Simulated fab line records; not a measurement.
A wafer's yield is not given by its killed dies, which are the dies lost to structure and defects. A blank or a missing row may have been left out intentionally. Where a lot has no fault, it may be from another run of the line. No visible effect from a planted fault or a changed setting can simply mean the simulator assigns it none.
fab line records	flow n5_finfet
record lots=5	wafers=15	last_day=16
route steps=1938 shown BEOL_M4@1051
lots that met no fault: from a run of the same line without faults
start_h: hours from the record's opening day to when the first of the lot's shown wafers began	wait_h: hours elapsed since this lot's preceding step	" same as the row above	L1.1+2: a row that stands for several wafers	- value missing, or start not given	* or withheld: withheld	< > ~ a bound
route shown NAME@n: a module of which the file shows steps, and the number in the route of the first	usual: average and standard deviation across the fault-free wafers	same: alike in all rows	chamber/n: place in a boat	sites: each site's reading	_std_site: their standard deviation	_edge_site: outer sites' mean less inner sites'	radius_mm: how far each site lies from the wafer's centre	mask NAME#n: copy n	behind: the tool/chamber that last shaped the wafer	hold: why the lot went on hold/how many hours it stayed there/how the hold came to an end	device: names the non-switching transistor (n, p or np)	end of line: the tests these same wafers got at the end of their route	for a step that has no rows: nothing shown but its recipe	killed: count of dies lost to structure and defects at first sort (not the wafer's yield)	map: a wafer's dies, marking killed ones x, the rest . and places with no die _
set.NAME: the setting the step ran with; set.NAME@STEP: the setting that earlier step ran with	model.NAME: the simulator's own value behind a step, which no gauge read
a table for each step, a row for each wafer; lots at some steps of the route
services: from which hour (start_h, from the record's first day; less than 0 if before it) a tool's chamber was out of use, for how many hours, and why
## steps
# step N5_BEOL_M4_EBR_24
# recipe solvent=PGMEA	ebr_width_mm=1.5
lot.wafer	tool	chamber	start_h	wait_h
L077.1+2+3	litho_track-01	0	-	-
L081.1+3+4	litho_track-02	0	-	-
L083.1+2+3	litho_track-02	0	-	-
L084.1+3+5	litho_track-02	0	-	-
L088.2+5+6	litho_track-02	0	-	-
# step N5_BEOL_M4_SOFTBAKE_23
# recipe temp_c=110	time_s=60	resist=CAR-EUV
lot.wafer	tool	chamber	start_h	wait_h
L077.1+2+3	litho_track-01	0	-	-
L081.1+3+4	litho_track-02	0	-	-
L083.1+2+3	litho_track-02	0	-	-
L084.1+3+5	litho_track-02	0	-	-
L088.2+5+6	litho_track-02	0	-	-
# step N5_BEOL_M4_EXPOSE_25
# recipe mask_id=V3	na=0.33	source_shape=quasar	sigma_inner=0.2	sigma_outer=0.8	polarization=unpolarized	defocus_nm=5	dose_mj=63
lot.wafer	tool	chamber	start_h	wait_h	mask
L077.1+2+3	euv_scanner-01	0	191.16	-	V3#0
L081.1+3+4	euv_scanner-02	0	206.55	-	V3#0
L083.1+2+3	euv_scanner-01	0	215.60	-	V3#0
L084.1+3+5	euv_scanner-01	0	243.36	-	V3#0
L088.2+5+6	euv_scanner-02	0	251.15	-	V3#0
# step N5_BEOL_M4_PEB_26
# recipe peb_temp_c=100	peb_time_s=60	resist=CAR-EUV
lot.wafer	tool	chamber	start_h	wait_h
L077.1+2+3	litho_track-01	0	191.24	0.1
L081.1+3+4	litho_track-02	0	206.63	0.1
L083.1+2+3	litho_track-05	0	215.67	0.1
L084.1+3+5	litho_track-01	0	243.44	0.1
L088.2+5+6	litho_track-05	0	251.22	0.1
# step N5_BEOL_M4_DEVELOP_27
# recipe develop_time_s=30	developer=TMAH	resist=CAR-EUV	rinse_liquid=surfactant_rinse	dry=air_spin	dev_temp_c=23
lot.wafer	tool	chamber	start_h	wait_h
L077.1+2+3	litho_track-01	0	-	-
L081.1+3+4	litho_track-02	0	-	-
L083.1+2+3	litho_track-05	0	-	-
L084.1+3+5	litho_track-01	0	-	-
L088.2+5+6	litho_track-05	0	-	-
# step N5_BEOL_M4_CD_MEAS_28
# recipe target_cd_nm=26.2	landing_energy_ev=500	detector=se_inlens	target_cd_y_nm=24.1	polarity=opening
# usual cd_nm=26.12/0.25
lot.wafer	tool	chamber	start_h	wait_h	cd_nm
L077.1	cd_sem-02	0	191.30	-	26.32
L077.2	"	0	"	"	26.31
L077.3	"	0	"	"	26.18
L081.1	cd_sem-01	0	206.70	-	26.11
L081.3	"	0	"	"	26.41
L081.4	"	0	"	"	26.42
L083.1	cd_sem-03	0	215.74	-	26.08
L083.2	"	0	"	"	26.24
L083.3	"	0	"	"	25.72
L084.1	cd_sem-01	0	243.51	-	26.21
L084.3	"	0	"	"	25.91
L084.5	"	0	"	"	25.82
L088.2	cd_sem-02	0	251.29	-	26.37
L088.5	"	0	"	"	25.99
L088.6	"	0	"	"	25.96
# step N5_BEOL_M4_OVL_MEAS_29
# recipe points_per_wafer=522
# usual V3_OVL=-0.5/0.64
lot.wafer	tool	chamber	start_h	wait_h	V3_OVL[nm]
L077.1	overlay-01	0	191.33	0.0	-0.8
L077.2	"	0	"	"	0.2
L077.3	"	0	"	"	-0.2
L081.1	overlay-01	0	206.73	0.0	-0.6
L081.3	"	0	"	"	-0.7
L081.4	"	0	"	"	-2.4
L083.1	overlay-01	0	215.77	0.0	-0.3
L083.2	"	0	"	"	0.5
L083.3	"	0	"	"	-0.6
L084.1	overlay-02	0	243.54	0.0	-0.2
L084.3	"	0	"	"	0.1
L084.5	"	0	"	"	-0.3
L088.2	overlay-02	0	251.32	0.0	-0.9
L088.5	"	0	"	"	-0.8
L088.6	"	0	"	"	-1.2
# step N5_BEOL_M4_INSPECT_30
# recipe mode=adi	inspect_instrument=brightfield
# usual raw_defect_count=437/110
lot.wafer	tool	chamber	start_h	wait_h	raw_defect_count
L077.1	defect_inspect-02	-	191.39	0.1	541
L077.2	"	-	"	"	606
L077.3	"	-	"	"	574
L081.1	defect_inspect-01	-	206.78	0.1	501
L081.3	"	-	"	"	391
L081.4	"	-	"	"	513
L083.1	defect_inspect-02	-	215.83	0.1	323
L083.2	"	-	"	"	481
L083.3	"	-	"	"	303
L084.1	defect_inspect-02	-	243.60	0.1	501
L084.3	"	-	"	"	416
L084.5	"	-	"	"	323
L088.2	defect_inspect-01	-	251.44	0.1	587
L088.5	"	-	"	"	451
L088.6	"	-	"	"	595
# step N5_BEOL_M4_DESCUM_33
# recipe chemistry=O2	time_s=7	source_power_w=50	bias_power_w=20	pressure_mtorr=20	rf_frequency_hz=2.712e+07	temp_c=40	resist=CAR-EUV	o2_flow_sccm=225
# usual bias_power_w=20.00/0.064	drypump_motor_current_A=5.7/0.39	oes_product_au=0.82/0.077	rf_vpp_V=243.3/1.3	showerhead_plenum_p_Torr=2.10/0.063	throttle_valve_pct=20.44/0.17
lot.wafer	tool	chamber	start_h	wait_h	bias_power_w	drypump_motor_current_A	oes_product_au	rf_hours_counter_h	rf_vpp_V	showerhead_plenum_p_Torr	throttle_valve_pct
L077.1	rie_diel-05	1	191.43	0.0	19.96	5.9	0.91	41	242.3	2.03	20.46
L077.2	"	0	"	"	20.00	5.7	0.79	101	243.9	2.12	20.13
L077.3	"	2	"	"	20.08	5.8	0.86	53	241.2	2.05	20.63
L081.1	rie_diel-06	3	206.99	0.2	20.14	5.1	0.95	6	243.5	2.16	20.45
L081.3	"	1	"	"	20.04	6.1	0.70	221	242.3	1.97	20.40
L081.4	"	2	"	"	20.03	5.2	0.85	62	245.7	2.21	20.26
L083.1	rie_diel-05	0	215.90	0.1	19.98	5.7	0.78	110	244.2	2.11	20.14
L083.2	"	3	"	"	20.05	6.2	0.96	2	244.1	2.13	20.23
L083.3	"	1	"	"	20.01	5.9	0.89	50	242.9	2.03	20.48
L084.1	rie_diel-05	1	244.12	0.5	19.95	5.9	0.87	59	243.8	2.02	20.49
L084.3	"	3	"	"	19.87	6.3	0.91	11	243.1	2.13	20.24
L084.5	"	0	"	"	20.05	5.8	0.78	-	243.4	2.11	20.17
L088.2	rie_diel-05	2	251.48	0.0	20.00	5.8	0.84	72	242.4	2.04	20.66
L088.5	"	1	"	"	20.02	5.9	0.87	-	242.9	2.02	20.47
L088.6	"	0	"	"	19.91	5.8	0.77	-	243.2	2.11	20.15
# step N5_BEOL_M4_ETCH_77
# recipe chemistry=N2/H2	target=underlayer	target_depth_a=65	mask_material=CAR-EUV	time_s=5.2	ion_energy_ev=200	pressure_mtorr=30	source_w=840	bias_w=150	n2_flow_sccm=200	h2_flow_sccm=200	ends=cleared
# usual drypump_motor_current_A=5.7/0.39	etch_rf_on_time_s=5.13/0.097	oes_product_au=0.71/0.07	rf_vpp_V=523.8/2.3	showerhead_plenum_p_Torr=2.55/0.075	throttle_valve_pct=17.83/0.17
lot.wafer	tool	chamber	start_h	wait_h	drypump_motor_current_A	etch_rf_on_time_s	oes_product_au	rf_hours_counter_h	rf_vpp_V	showerhead_plenum_p_Torr	throttle_valve_pct
L077.1	rie_diel-05	1	191.46	0.0	5.9	5.12	0.77	41	521.9	2.46	17.88
L077.2	"	0	"	"	5.7	5.19	0.67	101	525.1	2.58	17.65
L077.3	"	2	"	"	5.8	5.01	0.76	53	521.0	2.47	17.86
L081.1	rie_diel-06	3	207.02	0.0	5.1	5.12	0.82	6	523.8	2.59	17.63
L081.3	"	1	"	"	6.1	5.36	0.59	221	517.9	2.40	18.00
L081.4	"	2	"	"	5.3	5.21	0.72	62	527.4	2.69	17.70
L083.1	rie_diel-05	0	215.93	0.0	5.7	5.22	0.66	110	525.3	2.58	17.66
L083.2	"	3	"	"	6.3	5.08	0.82	2	527.4	2.62	17.76
L083.3	"	1	"	"	5.9	5.03	0.76	50	523.0	2.46	17.88
L084.1	rie_diel-05	1	244.15	0.0	5.9	5.10	0.73	59	522.4	2.46	17.90
L084.3	"	3	"	"	6.3	5.12	0.78	11	527.0	2.62	17.76
L084.5	"	0	"	"	5.7	5.25	0.66	-	523.3	2.58	17.66
L088.2	rie_diel-05	2	251.51	0.0	5.8	5.04	0.73	72	523.3	2.47	17.92
L088.5	"	1	"	"	5.9	5.00	0.73	-	521.9	2.46	17.90
L088.6	"	0	"	"	5.7	5.24	0.65	-	524.2	2.57	17.66
# step N5_BEOL_M4_ETCH_69
# recipe chemistry=CF4	target=SiARC	target_depth_a=156	mask_material=CAR-EUV	time_s=26	ion_energy_ev=80	pressure_mtorr=40	source_w=545	bias_w=36	Ar_flow_sccm=100	cf4_flow_sccm=100	ends=cleared
# usual cf4_flow_sccm=100.03/0.29	drypump_motor_current_A=5.7/0.39	etch_rf_on_time_s=25.7/0.42	oes_product_au=0.71/0.068	rf_vpp_V=184.1/1	showerhead_plenum_p_Torr=2.14/0.057	throttle_valve_pct=15.55/0.2
lot.wafer	tool	chamber	start_h	wait_h	cf4_flow_sccm	drypump_motor_current_A	etch_rf_on_time_s	oes_product_au	rf_hours_counter_h	rf_vpp_V	showerhead_plenum_p_Torr	throttle_valve_pct
L077.1	rie_diel-05	1	191.48	0.0	100.15	5.9	25.8	0.77	41	183.0	2.08	15.53
L077.2	"	0	"	"	100.41	5.7	25.9	0.68	101	182.8	2.16	15.25
L077.3	"	2	"	"	99.79	5.8	25.3	0.76	53	183.6	2.09	15.66
L081.1	rie_diel-06	3	207.04	0.0	100.21	5.1	25.9	0.80	6	184.9	2.20	15.45
L081.3	"	1	"	"	99.42	6.1	27.0	0.59	221	181.7	2.04	15.75
L081.4	"	2	"	"	100.03	5.3	26.1	0.71	62	184.7	2.25	15.37
L083.1	rie_diel-05	0	215.95	0.0	99.88	5.7	25.6	0.67	110	183.5	2.16	15.28
L083.2	"	3	"	"	100.65	6.3	25.2	0.83	2	184.9	2.19	15.38
L083.3	"	1	"	"	100.14	5.9	25.5	0.75	50	183.4	2.07	15.54
L084.1	rie_diel-05	1	244.17	0.0	99.54	5.8	25.7	0.74	59	183.6	2.07	15.56
L084.3	"	3	"	"	100.07	6.3	25.0	0.80	11	184.3	2.18	15.42
L084.5	"	0	"	"	100.43	5.7	25.7	0.67	-	183.7	2.15	15.28
L088.2	rie_diel-05	2	251.53	0.0	100.34	5.8	25.1	0.73	72	183.9	2.08	15.70
L088.5	"	1	"	"	99.84	5.8	25.6	0.73	-	183.2	2.07	15.60
L088.6	"	0	"	"	99.95	5.7	25.9	0.66	-	184.0	2.15	15.28
# step N5_BEOL_M4_ALD_98
# recipe material=SiO2	target_thk_a=25	temp_c=100	ald_precursor_family=BDEAS	ald_co_reactant=O2-plasma	pulse_time_s=1	co_reactant_pulse_time_s=1	purge_time_s=2	co_reactant_purge_time_s=2	ald_cycles=17	pressure_torr=2
# usual heater_power_w=76/8.4	precursor_pulse_height_rel=1.001/0.02
lot.wafer	tool	chamber	start_h	wait_h	heater_power_w	precursor_pulse_height_rel
L077.1	ald_sin-02	2	192.21	0.7	68	0.978
L077.2	"	3	"	"	88	1.044
L077.3	"	1	"	"	76	0.988
L081.1	ald_sin-01	0	207.12	0.1	87	1.025
L081.3	"	1	"	"	74	1.001
L081.4	"	2	"	"	66	0.990
L083.1	ald_sin-03	0	216.03	0.1	77	0.993
L083.2	"	1	"	"	78	1.006
L083.3	"	2	"	"	83	0.976
L084.1	ald_sin-02	1	244.25	0.1	75	0.936
L084.3	"	0	"	"	69	0.970
L084.5	"	2	"	"	65	0.977
L088.2	ald_sin-02	0	252.15	0.6	70	0.996
L088.5	"	3	"	"	88	0.973
L088.6	"	0	"	"	68	0.972
# step N5_BEOL_M4_ETCHBACK_99
# recipe chemistry=CHF3	target=SiO2	target_depth_a=50	time_s=10.4	source_w=215	bias_w=47	Ar_flow_sccm=200	CHF3_flow_sccm=12	ion_energy_ev=100	pressure_mtorr=30
# usual drypump_motor_current_A=5.6/0.44	oes_product_au=0.83/0.078	rf_vpp_V=242/4.9	showerhead_plenum_p_Torr=2.17/0.056	throttle_valve_pct=16.99/0.18
lot.wafer	tool	chamber	start_h	wait_h	drypump_motor_current_A	oes_product_au	rf_hours_counter_h	rf_vpp_V	showerhead_plenum_p_Torr	throttle_valve_pct
L077.1	rie_diel-01	1	194.84	2.6	6.1	0.84	88	240	2.18	17.09
L077.2	"	2	"	"	4.9	0.92	33	249	2.19	16.80
L077.3	"	3	"	"	5.6	0.68	229	243	2.21	17.31
L081.1	rie_diel-05	3	209.26	2.1	6.3	0.97	0	238	2.20	16.90
L081.3	"	1	"	"	5.9	0.89	47	248	2.08	16.99
L081.4	"	2	"	"	5.8	0.87	59	245	2.08	17.10
L083.1	rie_diel-01	3	225.34	9.3	5.6	0.68	239	244	2.21	17.32
L083.2	"	0	"	"	5.4	0.85	80	234	2.16	16.84
L083.3	"	2	"	"	4.9	0.90	43	249	2.19	16.81
L084.1	rie_diel-01	1	246.75	2.5	6.1	0.81	105	240	2.17	17.14
L084.3	"	0	"	"	5.4	0.84	89	235	2.16	16.88
L084.5	"	1	"	"	6.1	0.81	-	240	2.17	17.14
L088.2	rie_diel-05	2	255.49	3.3	5.8	0.84	74	244	2.08	17.12
L088.5	"	3	"	"	6.3	0.90	-	237	2.20	16.92
L088.6	"	0	"	"	5.8	0.76	-	235	2.17	16.80
# step N5_BEOL_M4_ETCH_70
# recipe chemistry=N2/H2	target=SOC	target_depth_a=800	overetch_a=240	mask_material=SiARC	temp_c=40	time_s=130	ion_energy_ev=200	pressure_mtorr=30	source_w=840	bias_w=150	n2_flow_sccm=200	h2_flow_sccm=200
# usual drypump_motor_current_A=5.6/0.44	oes_product_au=0.60/0.054	rf_vpp_V=524.7/1.9	showerhead_plenum_p_Torr=2.56/0.069	throttle_valve_pct=17.76/0.17
lot.wafer	tool	chamber	start_h	wait_h	drypump_motor_current_A	oes_product_au	rf_hours_counter_h	rf_vpp_V	showerhead_plenum_p_Torr	throttle_valve_pct
L077.1	rie_diel-01	1	194.88	0.0	6.1	0.61	88	525.0	2.55	17.73
L077.2	"	2	"	"	4.9	0.67	33	524.6	2.60	17.60
L077.3	"	3	"	"	5.6	0.50	229	526.4	2.61	18.02
L081.1	rie_diel-05	3	209.30	0.0	6.3	0.72	0	526.3	2.62	17.72
L081.3	"	1	"	"	5.9	0.64	47	521.6	2.46	17.82
L081.4	"	2	"	"	5.8	0.63	59	521.7	2.47	17.83
L083.1	rie_diel-01	3	225.38	0.0	5.6	0.50	239	526.2	2.61	18.04
L083.2	"	0	"	"	5.4	0.62	80	525.6	2.55	17.60
L083.3	"	2	"	"	4.9	0.66	43	526.0	2.59	17.59
L084.1	rie_diel-01	1	246.79	0.0	6.2	0.60	105	525.0	2.54	17.74
L084.3	"	0	"	"	5.4	0.62	89	525.2	2.55	17.59
L084.5	"	1	"	"	6.1	0.59	-	524.9	2.54	17.73
L088.2	rie_diel-05	2	255.53	0.0	5.7	0.62	74	523.0	2.46	17.86
L088.5	"	3	"	"	6.3	0.67	-	525.6	2.62	17.72
L088.6	"	0	"	"	5.7	0.56	-	522.8	2.57	17.63
# step N5_BEOL_M4_STRIP_71
# recipe chemistry=N2/H2	temp_c=40	n2_flow_sccm=200	h2_flow_sccm=200	rf_frequency_hz=6e+07
lot.wafer	tool	chamber	start_h	wait_h
L077.1+2+3	rie_diel-01	1,2,3	194.96	0.0
L081.1+3+4	rie_diel-05	3,1,2	209.38	0.0
L083.1+2+3	rie_diel-01	3,0,2	225.46	0.0
L084.1+3+5	rie_diel-01	1,0,1	246.87	0.0
L088.2+5+6	rie_diel-05	2,3,0	255.61	0.0
# step N5_BEOL_M4_STRIP_78
# recipe chemistry=N2/H2	temp_c=40	n2_flow_sccm=200	h2_flow_sccm=200	rf_frequency_hz=6e+07
lot.wafer	tool	chamber	start_h	wait_h
L077.1+2+3	rie_diel-01	1,2,3	194.97	0.0
L081.1+3+4	rie_diel-05	3,1,2	209.39	0.0
L083.1+2+3	rie_diel-01	3,0,2	225.47	0.0
L084.1+3+5	rie_diel-01	1,0,1	246.88	0.0
L088.2+5+6	rie_diel-05	2,3,0	255.62	0.0
# step N5_BEOL_M4_VIA_ETCH_34
# recipe chemistry=C4F6/O2	target_depth_a=694	mask_material=SOC	pressure_mtorr=15	ion_energy_ev=250	taper_deg=4	time_s=65.9	source_w=350	bias_w=170	Ar_flow_sccm=300	C4F6_flow_sccm=10	O2_flow_sccm=10
# usual drypump_motor_current_A=5.6/0.44	oes_o_777_au=0.84/0.083	oes_product_au=0.83/0.078	rf_vpp_V=668/13	showerhead_plenum_p_Torr=2.86/0.071	throttle_valve_pct=30.75/0.21
lot.wafer	tool	chamber	start_h	wait_h	drypump_motor_current_A	oes_o_777_au	oes_product_au	rf_hours_counter_h	rf_vpp_V	showerhead_plenum_p_Torr	throttle_valve_pct
L077.1	rie_diel-01	1	194.98	0.0	6.1	0.84	0.83	88	660	2.88	30.99
L077.2	"	2	"	"	4.9	0.96	0.92	33	685	2.89	30.58
L077.3	"	3	"	"	5.6	0.68	0.67	229	674	2.92	30.95
L081.1	rie_diel-05	3	209.40	0.0	6.2	0.96	0.98	0	657	2.91	30.72
L081.3	"	1	"	"	5.9	0.86	0.89	47	683	2.75	30.80
L081.4	"	2	"	"	5.8	0.89	0.87	59	676	2.75	30.79
L083.1	rie_diel-01	3	225.48	0.0	5.6	0.66	0.67	239	672	2.92	30.96
L083.2	"	0	"	"	5.4	0.89	0.84	80	647	2.85	30.45
L083.3	"	2	"	"	4.9	0.93	0.90	43	687	2.89	30.59
L084.1	rie_diel-01	1	246.89	0.0	6.1	0.83	0.81	105	662	2.87	30.98
L084.3	"	0	"	"	5.4	0.88	0.83	89	650	2.85	30.47
L084.5	"	1	"	"	6.1	0.83	0.81	-	662	2.87	31.01
L088.2	rie_diel-05	2	255.63	0.0	5.8	0.88	0.84	74	676	2.75	30.80
L088.5	"	3	"	"	6.3	0.89	0.92	-	657	2.90	30.77
L088.6	"	0	"	"	5.8	0.77	0.77	-	653	2.87	30.61
# step N5_BEOL_M4_STRIP_83
# recipe chemistry=C4F6/O2	resist=SiARC	rf_frequency_hz=6e+07
lot.wafer	tool	chamber	start_h	wait_h
L077.1+2+3	rie_diel-01	1,2,3	195.03	0.0
L081.1+3+4	rie_diel-05	3,1,2	209.45	0.0
L083.1+2+3	rie_diel-01	3,0,2	225.53	0.0
L084.1+3+5	rie_diel-01	1,0,1	246.94	0.0
L088.2+5+6	rie_diel-05	2,3,0	255.68	0.0
# step N5_BEOL_M4_STRIP_36
# recipe chemistry=N2/H2	power_w=450	temp_c=40	pressure_mtorr=20	rf_frequency_hz=6e+07	overash_fraction=0.3	bias_power_w=7	h2_frac=0.5	n2_flow_sccm=200	h2_flow_sccm=200
# usual bias_power_w=7.000/0.02	drypump_motor_current_A=5.6/0.44	oes_product_au=0.82/0.075	rf_vpp_V=59.3/1.5	showerhead_plenum_p_Torr=2.56/0.069	throttle_valve_pct=23.64/0.18
lot.wafer	tool	chamber	start_h	wait_h	bias_power_w	drypump_motor_current_A	oes_product_au	rf_hours_counter_h	rf_vpp_V	showerhead_plenum_p_Torr	throttle_valve_pct
L077.1	rie_diel-01	1	195.04	0.0	7.018	6.1	0.84	88	59.9	2.54	23.59
L077.2	"	2	"	"	7.011	4.9	0.90	33	56.1	2.59	23.51
L077.3	"	3	"	"	7.006	5.6	0.68	229	59.0	2.61	23.80
L081.1	rie_diel-05	3	209.46	0.0	7.014	6.3	0.97	0	60.6	2.62	23.62
L081.3	"	1	"	"	7.024	5.9	0.88	47	57.7	2.46	23.81
L081.4	"	2	"	"	6.977	5.8	0.85	59	61.5	2.47	23.62
L083.1	rie_diel-01	3	225.54	0.0	7.014	5.6	0.67	239	60.2	2.60	23.79
L083.2	"	0	"	"	7.022	5.4	0.84	80	59.7	2.55	23.43
L083.3	"	2	"	"	7.020	4.9	0.89	43	60.0	2.59	23.52
L084.1	rie_diel-01	1	246.95	0.0	6.999	6.1	0.80	105	59.1	2.54	23.61
L084.3	"	0	"	"	6.994	5.4	0.83	89	58.6	2.55	23.42
L084.5	"	1	"	"	7.014	6.1	0.80	-	59.7	2.54	23.57
L088.2	rie_diel-05	2	255.69	0.0	6.999	5.8	0.83	74	60.0	2.46	23.65
L088.5	"	3	"	"	7.042	6.2	0.91	-	59.4	2.61	23.63
L088.6	"	0	"	"	7.010	5.8	0.77	-	61.7	2.57	23.56
# step N5_BEOL_M4_TRENCH_ETCH_37
# recipe chemistry=C4F6/O2	target_depth_a=555.55	target=SiOC	time_s=29.2	ion_energy_ev=250	pressure_mtorr=30	source_w=355	bias_w=185	Ar_flow_sccm=300	C4F6_flow_sccm=10	O2_flow_sccm=10
# usual drypump_motor_current_A=5.6/0.44	oes_o_777_au=0.84/0.084	oes_product_au=0.83/0.078	rf_vpp_V=668/14	showerhead_plenum_p_Torr=2.87/0.071	throttle_valve_pct=20.80/0.18
lot.wafer	tool	chamber	start_h	wait_h	drypump_motor_current_A	oes_o_777_au	oes_product_au	rf_hours_counter_h	rf_vpp_V	showerhead_plenum_p_Torr	throttle_valve_pct
L077.1	rie_diel-01	1	-	-	6.1	0.84	0.83	88	662	2.88	20.95
L077.2	"	2	"	"	4.9	0.96	0.92	33	686	2.90	20.60
L077.3	"	3	"	"	5.6	0.67	0.69	229	674	2.93	21.08
L081.1	rie_diel-05	3	-	-	6.3	0.96	0.97	0	656	2.91	20.73
L081.3	"	1	"	"	5.9	0.86	0.88	48	683	2.75	20.81
L081.4	"	2	"	"	5.8	0.89	0.86	59	674	2.76	20.90
L083.1	rie_diel-01	3	-	-	5.6	0.67	0.67	239	674	2.92	21.10
L083.2	"	0	"	"	5.4	0.89	0.84	80	647	2.86	20.62
L083.3	"	2	"	"	4.9	0.94	0.89	43	686	2.89	20.61
L084.1	rie_diel-01	1	-	-	6.1	0.82	0.81	105	662	2.87	20.96
L084.3	"	0	"	"	5.4	0.88	0.83	89	647	2.85	20.62
L084.5	"	1	"	"	6.1	0.83	0.82	-	661	2.87	20.96
L088.2	rie_diel-05	2	-	-	5.8	0.87	0.84	74	675	2.75	20.93
L088.5	"	3	"	"	6.2	0.89	0.91	-	654	2.91	20.75
L088.6	"	0	"	"	5.7	0.78	0.76	-	654	2.87	20.58
# step N5_BEOL_M4_ETCH_41
# recipe chemistry=CH3F/O2	target=SiCN	target_depth_a=299	taper_deg=2	time_s=52.5	ion_energy_ev=120	mask_material=TiN	pressure_mtorr=30	source_w=395	bias_w=75	Ar_flow_sccm=150	CH3F_flow_sccm=30	O2_flow_sccm=20
# usual drypump_motor_current_A=5.6/0.44	oes_product_au=0.83/0.079	rf_vpp_V=297.6/1.3	showerhead_plenum_p_Torr=2.02/0.053	throttle_valve_pct=16.25/0.17
lot.wafer	tool	chamber	start_h	wait_h	drypump_motor_current_A	oes_product_au	rf_hours_counter_h	rf_vpp_V	showerhead_plenum_p_Torr	throttle_valve_pct
L077.1	rie_diel-01	1	-	-	6.1	0.83	88	299.3	2.02	16.35
L077.2	"	2	"	"	4.9	0.93	33	298.1	2.04	16.06
L077.3	"	3	"	"	5.6	0.68	229	297.7	2.06	16.58
L081.1	rie_diel-05	3	-	-	6.3	0.97	0	298.6	2.05	16.13
L081.3	"	1	"	"	5.9	0.88	48	297.3	1.93	16.24
L081.4	"	2	"	"	5.8	0.87	59	295.4	1.93	16.33
L083.1	rie_diel-01	3	-	-	5.6	0.68	239	298.8	2.06	16.60
L083.2	"	0	"	"	5.4	0.85	80	296.9	2.01	16.11
L083.3	"	2	"	"	4.9	0.91	43	298.3	2.04	16.06
L084.1	rie_diel-01	1	-	-	6.1	0.81	105	297.5	2.02	16.37
L084.3	"	0	"	"	5.4	0.83	89	297.1	2.01	16.13
L084.5	"	1	"	"	6.1	0.80	-	297.8	2.02	16.36
L088.2	rie_diel-05	2	-	-	5.8	0.85	74	295.7	1.93	16.38
L088.5	"	3	"	"	6.3	0.91	-	298.0	2.04	16.16
L088.6	"	0	"	"	5.7	0.77	-	297.4	2.02	16.06
# step N5_BEOL_M4_STRIP_97
# recipe chemistry=N2/H2	time_s=10	power_w=450	temp_c=40	pressure_mtorr=20	rf_frequency_hz=6e+07	bias_power_w=7	n2_flow_sccm=200	h2_flow_sccm=200
# usual bias_power_w=6.995/0.022	drypump_motor_current_A=5.6/0.44	oes_product_au=0.82/0.075	rf_vpp_V=59.2/0.82	showerhead_plenum_p_Torr=2.56/0.069	throttle_valve_pct=23.64/0.18
lot.wafer	tool	chamber	start_h	wait_h	bias_power_w	drypump_motor_current_A	oes_product_au	rf_hours_counter_h	rf_vpp_V	showerhead_plenum_p_Torr	throttle_valve_pct
L077.1	rie_diel-01	1	-	-	7.009	6.2	0.83	88	57.0	2.54	23.57
L077.2	"	2	"	"	6.962	4.9	0.91	33	58.6	2.59	23.52
L077.3	"	3	"	"	6.997	5.6	0.68	229	58.1	2.61	23.80
L081.1	rie_diel-05	3	-	-	6.996	6.3	0.97	0	59.3	2.62	23.62
L081.3	"	1	"	"	6.986	5.9	0.88	48	59.0	2.46	23.79
L081.4	"	2	"	"	6.986	5.8	0.85	59	58.5	2.47	23.61
L083.1	rie_diel-01	3	-	-	6.980	5.6	0.67	239	57.8	2.60	23.78
L083.2	"	0	"	"	6.966	5.4	0.83	80	60.0	2.55	23.40
L083.3	"	2	"	"	7.020	4.9	0.89	43	59.2	2.59	23.54
L084.1	rie_diel-01	1	-	-	7.012	6.1	0.80	105	59.9	2.54	23.59
L084.3	"	0	"	"	6.994	5.4	0.83	89	59.1	2.55	23.44
L084.5	"	1	"	"	7.000	6.1	0.82	-	59.8	2.54	23.59
L088.2	rie_diel-05	2	-	-	7.019	5.8	0.83	74	59.3	2.46	23.64
L088.5	"	3	"	"	6.989	6.2	0.91	-	60.4	2.61	23.63
L088.6	"	0	"	"	7.024	5.7	0.77	-	59.3	2.57	23.57
# step N5_BEOL_M4_OCD_MEAS_38
# usual trench_depth_nm=56.0/0.8
lot.wafer	tool	chamber	start_h	wait_h	trench_depth_nm
L077.1	ocd-02	-	195.25	-	56.3
L077.2	"	-	"	"	57.0
L077.3	"	-	"	"	55.7
L081.1	ocd-02	-	209.66	-	55.1
L081.3	"	-	"	"	56.1
L081.4	"	-	"	"	56.3
L083.1	ocd-01	-	225.73	-	54.3
L083.2	"	-	"	"	54.9
L083.3	"	-	"	"	56.1
L084.1	ocd-01	-	247.14	-	55.9
L084.3	"	-	"	"	55.5
L084.5	"	-	"	"	56.0
L088.2	ocd-02	-	255.89	-	56.1
L088.5	"	-	"	"	56.3
L088.6	"	-	"	"	55.8
# step N5_BEOL_M4_HM_STRIP_39
# recipe chemistry=peroxide_tin_strip	material=TiN	target_depth_a=250	temp_c=50	time_s=158
lot.wafer	tool	chamber	start_h	wait_h
L077.1+2+3	wet_bench-05	3,6,4	195.28	0.0
L081.1+3+4	wet_bench-05	0,2,3	209.69	0.0
L083.1+2+3	wet_bench-05	7,1,3	225.77	0.0
L084.1+3+5	wet_bench-06	7,2,6	247.18	0.0
L088.2+5+6	wet_bench-06	2,4,3	255.92	0.0
## services
tool	chamber	start_h	hours	kind
euv_scanner-02	0	174.25	-	calibration
ald_sin-01	-	178.60	14.0	pm
ald_sin-01	0	178.60	14.0	vent_cycle
ald_sin-01	1	178.60	14.0	vent_cycle
ald_sin-01	2	178.60	14.0	vent_cycle
ald_sin-01	3	178.60	14.0	vent_cycle
litho_track-05	-	190.79	-	consumable_replace:filter
rie_diel-05	3	194.37	-	clean
rie_diel-05	3	194.37	-	consumable_replace:focus_ring
rie_diel-05	3	194.37	13.7	scheduled_down
rie_diel-05	3	194.37	13.7	vent_cycle
euv_scanner-01	-	200.66	1.0	pm
ald_sin-03	3	212.51	5.3	repair
euv_scanner-01	-	217.55	1.8	repair
euv_scanner-02	-	219.86	6.2	pm
ald_sin-03	1	221.01	18.6	repair
rie_diel-06	3	225.92	16.6	repair
euv_scanner-02	-	226.11	1.0	pm
euv_scanner-01	-	231.52	4.6	pm
euv_scanner-01	-	245.38	5.8	pm
euv_scanner-02	-	247.09	-	calibration
ald_sin-03	-	247.27	2.8	pm
litho_track-01	-	248.51	-	consumable_replace:filter
ald_sin-02	-	248.91	2.8	pm
## key
fault none
